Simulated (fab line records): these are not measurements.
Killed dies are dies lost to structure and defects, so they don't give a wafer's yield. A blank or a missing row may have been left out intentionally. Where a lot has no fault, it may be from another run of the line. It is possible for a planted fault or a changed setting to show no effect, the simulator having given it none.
fab line records	flow n5-finfet
[record] lots = 7	wafers = 21
route steps=1938 shown MOL_CONTACT_COAG@570 BEOL_M0_SAQP@680
start-h: the number of hours between the record's first day and the start of the first shown wafer of the lot	wait-h: hours from the lot's prior step to this one	" unchanged from the row above	L1.1+2: several wafers, shown together as one row	- no value, or no start was given	* or withheld: withheld	< > ~ a bound
route shown NAME@n: NAME is a module with steps in the file, n the number in the route of the first one	usual: mean/standard deviation of fault-free wafers	same: alike in all rows	chamber/n: place in a boat	sites: each site's reading	_std_site: standard deviation of those values	_edge_site: mean of outer sites minus mean of inner sites	radius-mm: for every site, how far away it sits from the centre of the wafer	mask NAME#n: copy n	behind: the most recent tool/chamber to have shaped the wafer	hold: the reason the lot was held/the length of the hold in hours/how it ended	device: the n, p or np transistor that did not switch	end of line: the same wafers' tests at the end of the route	step lacking rows: just its recipe	killed: the dies lost at the first sort to structure and to defects; this is not the yield of the wafer	map: a wafer's dies, x killed, . not, _ none there
set.NAME: the setting that was run; set.NAME@STEP: the one run at that earlier step	model.NAME: the simulator's own value behind a step, which no gauge read
lots run with intentionally changed settings; tables by step, rows by wafer
[[steps]]
[step N5_MOL_CONTACT_COAG_EXPOSE_81]
[recipe] mask-id = VG	na = 0.33	source-shape = annular	sigma-inner = 0.3	sigma-outer = 0.7	polarization = unpolarized	defocus-nm = 0	dose-mj = 59.5
lot.wafer	tool	chamber	start-h	wait-h	mask	set.dose-mj
L075.3	euv-scanner-01	0	108.22	-	VG#0	59.5
L075.4+5	"	0	"	"	VG#0	61.21
L080.2	euv-scanner-02	0	132.42	-	VG#0	59.5
L080.4+5	"	0	"	"	VG#0	55.17
L082.1+3	euv-scanner-01	0	151.76	-	VG#0	59.5
L082.4	"	0	"	"	VG#0	55.14
L086.4+5	euv-scanner-02	0	172.25	-	VG#0	56.93
L086.6	"	0	"	"	VG#0	59.5
L092.2+4+5	euv-scanner-01	0	212.23	-	VG#0	59.5
L096.3	euv-scanner-01	0	231.62	-	VG#0	61.93
L096.4+5	"	0	"	"	VG#0	59.5
L097.1+5	euv-scanner-02	0	236.89	-	VG#0	59.5
L097.3	"	0	"	"	VG#0	62.81
[step N5_MOL_CONTACT_COAG_PEB_82]
[recipe] peb-temp-c = 100	peb-time-s = 60	resist = CAR-EUV
[step N5_MOL_CONTACT_COAG_DEVELOP_83]
[recipe] develop-time-s = 30	developer = TMAH	resist = CAR-EUV	rinse-liquid = surfactant-rinse	dry = air-spin	dev-temp-c = 23
[step N5_MOL_CONTACT_COAG_CD_MEAS_84]
[recipe] target-cd-nm = 25.1	landing-energy-ev = 500	detector = se-inlens	polarity = opening
[usual] cd-nm = 25.11/0.23
lot.wafer	tool	chamber	start-h	wait-h	set.dose-mj@MOL_CONTACT_COAG_EXPOSE_81	cd-nm
L075.3	cd-sem-03	0	108.35	-	59.5	25.56
L075.4	"	0	"	"	61.21	25.39
L075.5	"	0	"	"	61.21	25.69
L080.2	cd-sem-02	0	132.56	-	59.5	25.06
L080.4	"	0	"	"	55.17	23.88
L080.5	"	0	"	"	55.17	23.45
L082.1	cd-sem-01	0	151.90	-	59.5	24.75
L082.3	"	0	"	"	59.5	24.90
L082.4	"	0	"	"	55.14	23.30
L086.4	cd-sem-02	0	172.37	-	56.93	23.95
L086.5	"	0	"	"	56.93	24.40
L086.6	"	0	"	"	59.5	25.05
L092.2	cd-sem-02	0	212.37	-	59.5	25.60
L092.4	"	0	"	"	59.5	24.88
L092.5	"	0	"	"	59.5	25.11
L096.3	cd-sem-01	0	231.75	-	61.93	25.54
L096.4	"	0	"	"	59.5	25.10
L096.5	"	0	"	"	59.5	25.30
L097.1	cd-sem-03	0	237.03	-	59.5	25.32
L097.3	"	0	"	"	62.81	26.58
L097.5	"	0	"	"	59.5	25.08
[step N5_MOL_CONTACT_COAG_ETCH_91]
[recipe] chemistry = N2/H2	target = SOC	target-depth-a = 600	overetch-a = 210	mask-material = SiARC	temp-c = 40	time-s = 101.2	ion-energy-ev = 200	pressure-mtorr = 30	source-w = 840	bias-w = 150	n2-flow-sccm = 200	h2-flow-sccm = 200
[usual] rf-vpp-V = 523.5/2.4
lot.wafer	tool	chamber	start-h	wait-h	set.source-w	rf-vpp-V
L075.3	rie-diel-02	0	108.81	0.0	955	502.7
L075.4	"	3	"	"	840	523.0
L075.5	"	1	"	"	955	505.1
L080.2	rie-diel-02	0	133.03	0.0	840	523.8
L080.4	"	3	"	"	840	523.7
L080.5	"	3	"	"	887.8	513.4
L082.1	rie-diel-02	3	154.90	0.0	840	524.1
L082.3	"	2	"	"	914.9	510.1
L082.4	"	0	"	"	840	526.3
L086.4	rie-diel-05	2	172.90	0.0	840	525.4
L086.5	"	3	"	"	840	521.3
L086.6	"	1	"	"	916.8	509.6
L092.2	rie-diel-05	2	213.08	0.0	840	522.9
L092.4	"	0	"	"	840	524.7
L092.5	"	2	"	"	840	523.4
L096.3	rie-diel-05	1	232.22	0.0	840	525.4
L096.4	"	2	"	"	840	525.3
L096.5	"	0	"	"	773.1	539.8
L097.1	rie-diel-02	0	237.50	0.0	975.4	498.3
L097.3	"	1	"	"	975.4	502.2
L097.5	"	3	"	"	840	522.5
[step N5_MOL_CONTACT_COAG_STRIP_92]
[recipe] chemistry = N2/H2	temp-c = 40	n2-flow-sccm = 200	h2-flow-sccm = 200	rf-frequency-hz = 6e+07
[step N5_MOL_CONTACT_COAG_STRIP_93]
[recipe] chemistry = N2/H2	temp-c = 40	n2-flow-sccm = 200	h2-flow-sccm = 200	rf-frequency-hz = 6e+07
[step N5_MOL_CONTACT_COAG_PRECLEAN_144]
[recipe] chemistry = alkaline-clean	temp-c = 60	time-s = 60	do-ppb = 50
[step N5_MOL_CONTACT_COAG_SRD_145]
[recipe] dry = ipa-marangoni	time-s = 30	temp-c = 23	rinse-liquid = diw
[step N5_MOL_CONTACT_COAG_CD_MEAS_137]
[recipe] target-cd-nm = 16
[usual] cd-nm = 16.0/0.35
lot.wafer	tool	chamber	start-h	wait-h	set.dose-mj@MOL_CONTACT_COAG_EXPOSE_81	cd-nm
L075.3	cd-sem-01	-	109.28	0.0	59.5	15.5
L075.4	"	-	"	"	61.21	16.8
L075.5	"	-	"	"	61.21	17.5
L080.2	cd-sem-01	-	133.49	0.0	59.5	15.9
L080.4	"	-	"	"	55.17	14.8
L080.5	"	-	"	"	55.17	14.5
L082.1	cd-sem-01	-	155.36	0.0	59.5	16.1
L082.3	"	-	"	"	59.5	16.2
L082.4	"	-	"	"	55.14	13.7
L086.4	cd-sem-03	-	173.33	0.0	56.93	15.2
L086.5	"	-	"	"	56.93	14.6
L086.6	"	-	"	"	59.5	16.3
L092.2	cd-sem-01	-	213.55	0.0	59.5	16.2
L092.4	"	-	"	"	59.5	15.9
L092.5	"	-	"	"	59.5	15.6
L096.3	cd-sem-03	-	232.68	0.0	61.93	16.9
L096.4	"	-	"	"	59.5	15.8
L096.5	"	-	"	"	59.5	15.0
L097.1	cd-sem-01	-	237.96	0.0	59.5	15.8
L097.3	"	-	"	"	62.81	17.4
L097.5	"	-	"	"	59.5	16.6
[step N5_MOL_CONTACT_COAG_COAT_62]
[recipe] resist = SOC	temp-c = 250	time-s = 60	spin-rpm = 1500	resist-thk-nm = 60
lot.wafer	tool	chamber	start-h	wait-h	set.spin-rpm	model.SOC_of_MOL_CONTACT_COAG_COAT_62.thk-nm
L075.3	litho-track-02	0	109.31	0.0	1500	60
L075.4	"	0	"	"	1500	60.2
L075.5	"	0	"	"	1598	58.2
L080.2+5	litho-track-05	0	133.52	0.0	1500	59.6
L080.4	"	0	"	"	1500	59.8
L082.1+4	litho-track-02	0	155.39	0.0	1406	61.8
L082.3	"	0	"	"	1500	59.8
L086.4+5+6	litho-track-03	0	173.36	0.0	1500	60
L092.2+5	litho-track-02	0	213.58	0.0	1500	60
L092.4	"	0	"	"	1500	59.8
L096.3+4+5	litho-track-02	0	232.71	0.0	1500	60
L097.1+5	litho-track-02	0	238.00	0.0	1500	60
L097.3	"	0	"	"	1441	61.2
[step N5_MOL_CONTACT_COAG_COAT_63]
[recipe] resist = SiARC	temp-c = 220	time-s = 60	spin-rpm = 1500	resist-thk-nm = 10
[step N5_MOL_CONTACT_COAG_COAT_64]
[recipe] resist = underlayer	temp-c = 205	time-s = 60	spin-rpm = 1500	resist-thk-nm = 10
[step N5_MOL_CONTACT_COAG_ALD_133]
[recipe] material = SiO2	target-thk-a = 50	temp-c = 100	ald-precursor-family = BDEAS	ald-co-reactant = O2-plasma	pulse-time-s = 1	co-reactant-pulse-time-s = 1	purge-time-s = 2	co-reactant-purge-time-s = 2	ald-cycles = 35	pressure-torr = 2
[step N5_MOL_CONTACT_COAG_ETCHBACK_134]
[recipe] chemistry = CHF3	target = SiO2	target-depth-a = 100	time-s = 6.7	ion-energy-ev = 200	pressure-mtorr = 30	source-w = 610	bias-w = 170	Ar_flow_sccm = 200	CHF3_flow_sccm = 50
[step N5_MOL_CONTACT_COAG_ETCH_67]
[recipe] chemistry = N2/H2	target = SOC	target-depth-a = 600	overetch-a = 210	mask-material = SiARC	temp-c = 40	time-s = 101.2	ion-energy-ev = 200	pressure-mtorr = 30	source-w = 840	bias-w = 150	n2-flow-sccm = 200	h2-flow-sccm = 200
lot.wafer	tool	chamber	start-h	wait-h	set.spin-rpm@MOL_CONTACT_COAG_COAT_62	model.etch.depth-nm
L075.3	rie-diel-06	2	110.08	0.0	1500	59.96
L075.4	"	1	"	"	1500	60.28
L075.5	"	3	"	"	1598	58.12
L080.2	rie-diel-02	3	134.28	0.0	1500	59.65
L080.4	"	2	"	"	1500	59.79
L080.5	"	2	"	"	1500	59.57
L082.1	rie-diel-06	1	157.84	0.0	1406	61.85
L082.3	"	3	"	"	1500	59.71
L082.4	"	2	"	"	1406	61.78
L086.4	rie-diel-02	1	174.96	0.0	1500	59.92
L086.5	"	1	"	"	1500	60.05
L086.6	"	0	"	"	1500	60.04
L092.2	rie-diel-02	1	214.65	0.0	1500	59.97
L092.4	"	3	"	"	1500	59.81
L092.5	"	1	"	"	1500	60.05
L096.3	rie-diel-05	2	233.59	0.0	1500	60.06
L096.4	"	2	"	"	1500	60
L096.5	"	0	"	"	1500	60.03
L097.1	rie-diel-06	3	238.87	0.0	1500	60.01
L097.3	"	0	"	"	1441	61.16
L097.5	"	1	"	"	1500	59.91
[step N5_MOL_CONTACT_COAG_STRIP_68]
[recipe] chemistry = N2/H2	temp-c = 40	n2-flow-sccm = 200	h2-flow-sccm = 200	rf-frequency-hz = 6e+07
[step N5_MOL_CONTACT_COAG_STRIP_69]
[recipe] chemistry = N2/H2	temp-c = 40	n2-flow-sccm = 200	h2-flow-sccm = 200	rf-frequency-hz = 6e+07
[step N5_MOL_CONTACT_COAG_ETCHBACK_136]
[recipe] chemistry = CHF3	target = SiO2	target-depth-a = 250	time-s = 16.7	ion-energy-ev = 200	pressure-mtorr = 30	source-w = 610	bias-w = 170	Ar_flow_sccm = 200	CHF3_flow_sccm = 50
lot.wafer	tool	chamber	start-h	wait-h	set.spin-rpm@MOL_CONTACT_COAG_COAT_62	model.SOC_of_MOL_CONTACT_COAG_COAT_62.thk-nm
L075.3	rie-diel-06	2	110.17	0.0	1500	57.2
L075.4	"	1	"	"	1500	57.6
L075.5	"	3	"	"	1598	55.4
L080.2+4	rie-diel-02	3,2	134.37	0.0	1500	57
L080.5	"	2	"	"	1500	56.8
L082.1+4	rie-diel-06	1,2	157.93	0.0	1406	59.2
L082.3	"	3	"	"	1500	57
L086.4+6	rie-diel-02	1,0	175.05	0.0	1500	57.2
L086.5	"	1	"	"	1500	57.4
L092.2+5	rie-diel-02	1	214.74	0.0	1500	57.2
L092.4	"	3	"	"	1500	57
L096.3	rie-diel-05	2	233.68	0.0	1500	57.4
L096.4+5	"	2,0	"	"	1500	57.2
L097.1+5	rie-diel-06	3,1	238.96	0.0	1500	57.2
L097.3	"	0	"	"	1441	58.4
[step N5_MOL_CONTACT_COAG_STRIP_120]
[recipe] chemistry = CHF3	resist = SiARC	rf-frequency-hz = 6e+07
[step N5_MOL_CONTACT_COAG_VIA_ETCH_117]
[recipe] chemistry = C4F6/O2	target-depth-a = 400	overetch-a = 80	mask-material = SOC	target = SiO2	bias-w = 455	pressure-mtorr = 10	time-s = 26	source-w = 325	Ar_flow_sccm = 300	C4F6_flow_sccm = 10	O2_flow_sccm = 10	ion-energy-ev = 575.3	ends = end-point
lot.wafer	tool	chamber	start-h	wait-h	set.spin-rpm@MOL_CONTACT_COAG_COAT_62	model.SOC_of_MOL_CONTACT_COAG_COAT_62.thk-nm
L075.3+4	rie-diel-06	2,1	110.21	0.0	1500	51.8
L075.5	"	3	"	"	1598	49.6
L080.2+5	rie-diel-02	3,2	134.40	0.0	1500	51.2
L080.4	"	2	"	"	1500	51.4
L082.1	rie-diel-06	1	157.96	0.0	1406	53.4
L082.3	"	3	"	"	1500	51.4
L082.4	"	2	"	"	1406	53.8
L086.4+6	rie-diel-02	1,0	175.08	0.0	1500	51.4
L086.5	"	1	"	"	1500	51.6
L092.2	rie-diel-02	1	214.78	0.0	1500	51.4
L092.4	"	3	"	"	1500	51.2
L092.5	"	1	"	"	1500	51.6
L096.3	rie-diel-05	2	233.71	0.0	1500	51.8
L096.4	"	2	"	"	1500	51.6
L096.5	"	0	"	"	1500	51.2
L097.1	rie-diel-06	3	239.00	0.0	1500	51.6
L097.3	"	0	"	"	1441	53
L097.5	"	1	"	"	1500	51.4
[step N5_MOL_CONTACT_COAG_ETCH_124]
[recipe] chemistry = CH3F/O2	target = SiNx	target-depth-a = 65	mask-material = SOC	stop-on = SiOC	over-etch-frac = 0.3	ion-energy-ev = 120	pressure-mtorr = 30	source-w = 395	bias-w = 73	Ar_flow_sccm = 150	CH3F_flow_sccm = 30	O2_flow_sccm = 20	ends = end-point
lot.wafer	tool	chamber	start-h	wait-h	set.spin-rpm@MOL_CONTACT_COAG_COAT_62	model.SOC_of_MOL_CONTACT_COAG_COAT_62.thk-nm
L075.3+4	rie-diel-06	2,1	110.23	0.0	1500	48.8
L075.5	"	3	"	"	1598	46.6
L080.2	rie-diel-02	3	134.43	0.0	1500	48
L080.4	"	2	"	"	1500	48.4
L080.5	"	2	"	"	1500	48.2
L082.1	rie-diel-06	1	157.99	0.0	1406	50.4
L082.3	"	3	"	"	1500	48.2
L082.4	"	2	"	"	1406	50.8
L086.4+5	rie-diel-02	1	175.11	0.0	1500	48.4
L086.6	"	0	"	"	1500	48.2
L092.2+5	rie-diel-02	1	214.80	0.0	1500	48.4
L092.4	"	3	"	"	1500	48.2
L096.3+4	rie-diel-05	2	233.74	0.0	1500	48.6
L096.5	"	0	"	"	1500	48
L097.1+5	rie-diel-06	3,1	239.03	0.0	1500	48.4
L097.3	"	0	"	"	1441	50
[step N5_MOL_CONTACT_COAG_ETCH_48]
[recipe] chemistry = C4F6/O2	target-depth-a = 150	overetch-a = 45	mask-material = SOC	target = SiOC	bias-w = 465	pressure-mtorr = 10	time-s = 17	source-w = 335	Ar_flow_sccm = 300	C4F6_flow_sccm = 10	O2_flow_sccm = 10	ion-energy-ev = 576
lot.wafer	tool	chamber	start-h	wait-h	set.spin-rpm@MOL_CONTACT_COAG_COAT_62	model.SOC_of_MOL_CONTACT_COAG_COAT_62.thk-nm
L075.3	rie-diel-06	2	110.27	0.0	1500	46.4
L075.4	"	1	"	"	1500	46.2
L075.5	"	3	"	"	1598	44
L080.2	rie-diel-02	3	134.47	0.0	1500	45.4
L080.4	"	2	"	"	1500	45.8
L080.5	"	2	"	"	1500	45.6
L082.1	rie-diel-06	1	158.03	0.0	1406	47.8
L082.3	"	3	"	"	1500	45.6
L082.4	"	2	"	"	1406	48.4
L086.4	rie-diel-02	1	175.15	0.0	1500	45.6
L086.5	"	1	"	"	1500	45.8
L086.6	"	0	"	"	1500	45.4
L092.2+5	rie-diel-02	1	214.84	0.0	1500	45.8
L092.4	"	3	"	"	1500	45.6
L096.3	rie-diel-05	2	233.78	0.0	1500	46.2
L096.4	"	2	"	"	1500	46
L096.5	"	0	"	"	1500	45.4
L097.1+5	rie-diel-06	3,1	239.07	0.0	1500	45.8
L097.3	"	0	"	"	1441	47.4
[step N5_BEOL_M0_SAQP_COAT_69]
[recipe] resist = SOC	temp-c = 250	time-s = 60	spin-rpm = 1500	resist-thk-nm = 90
lot.wafer	tool	chamber	start-h	wait-h	set.spin-rpm	model.SOC_of_BEOL_M0_SAQP_COAT_69.thk-nm
L075.3+4+5	litho-track-02	0	121.61	0.0	1500	90
L080.2	litho-track-04	0	145.37	0.0	1500	90.2
L080.4+5	"	0	"	"	1500	90.6
L082.1	litho-track-02	0	168.98	0.0	1500	89.8
L082.3	"	0	"	"	1500	89.6
L082.4	"	0	"	"	1617	86.6
L086.4+6	litho-track-01	0	184.52	0.0	1500	90
L086.5	"	0	"	"	1500	90.2
L092.2+5	litho-track-02	0	224.40	0.0	1500	90.4
L092.4	"	0	"	"	1500	90.2
L096.3+5	litho-track-02	0	243.46	0.0	1500	89.8
L096.4	"	0	"	"	1500	90.2
L097.1	litho-track-04	0	249.38	0.0	1500	89.8
L097.3	"	0	"	"	1500	89.6
L097.5	"	0	"	"	1651	85.6
[[key]]
[split] step = N5_MOL_CONTACT_COAG_EXPOSE_81	setting = dose-mj	stated = 59.5	by = wafer
[response] step = N5_MOL_CONTACT_COAG_CD_MEAS_84	reading = cd-nm	change = +0.188	per = 1%	r = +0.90
[response] step = N5_MOL_CONTACT_COAG_CD_MEAS_137	reading = cd-nm	change = +0.28	per = 1%	r = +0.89
[split] step = N5_MOL_CONTACT_COAG_ETCH_91	setting = source-w	stated = 840	by = wafer
[response] step = N5_MOL_CONTACT_COAG_ETCH_91	reading = rf-vpp-V	change = -1.49	per = 1%	r = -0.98
[split] step = N5_MOL_CONTACT_COAG_COAT_62	setting = spin-rpm	stated = 1500	by = wafer
[response] step = N5_MOL_CONTACT_COAG_COAT_62	reading = model.SOC_of_MOL_CONTACT_COAG_COAT_62.thk-nm	change = -0.305	per = 1%	r = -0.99
[response] step = N5_MOL_CONTACT_COAG_ETCH_67	reading = model.etch.depth-nm	change = -0.318	per = 1%	r = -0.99
[response] step = N5_MOL_CONTACT_COAG_ETCHBACK_136	reading = model.SOC_of_MOL_CONTACT_COAG_COAT_62.thk-nm	change = -0.324	per = 1%	r = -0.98
[response] step = N5_MOL_CONTACT_COAG_VIA_ETCH_117	reading = model.SOC_of_MOL_CONTACT_COAG_COAT_62.thk-nm	change = -0.35	per = 1%	r = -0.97
[response] step = N5_MOL_CONTACT_COAG_ETCH_124	reading = model.SOC_of_MOL_CONTACT_COAG_COAT_62.thk-nm	change = -0.366	per = 1%	r = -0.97
[response] step = N5_MOL_CONTACT_COAG_ETCH_48	reading = model.SOC_of_MOL_CONTACT_COAG_COAT_62.thk-nm	change = -0.38	per = 1%	r = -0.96
[split] step = N5_BEOL_M0_SAQP_COAT_69	setting = spin-rpm	stated = 1500	by = wafer
[response] step = N5_BEOL_M0_SAQP_COAT_69	reading = model.SOC_of_BEOL_M0_SAQP_COAT_69.thk-nm	change = -0.404	per = 1%	r = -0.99
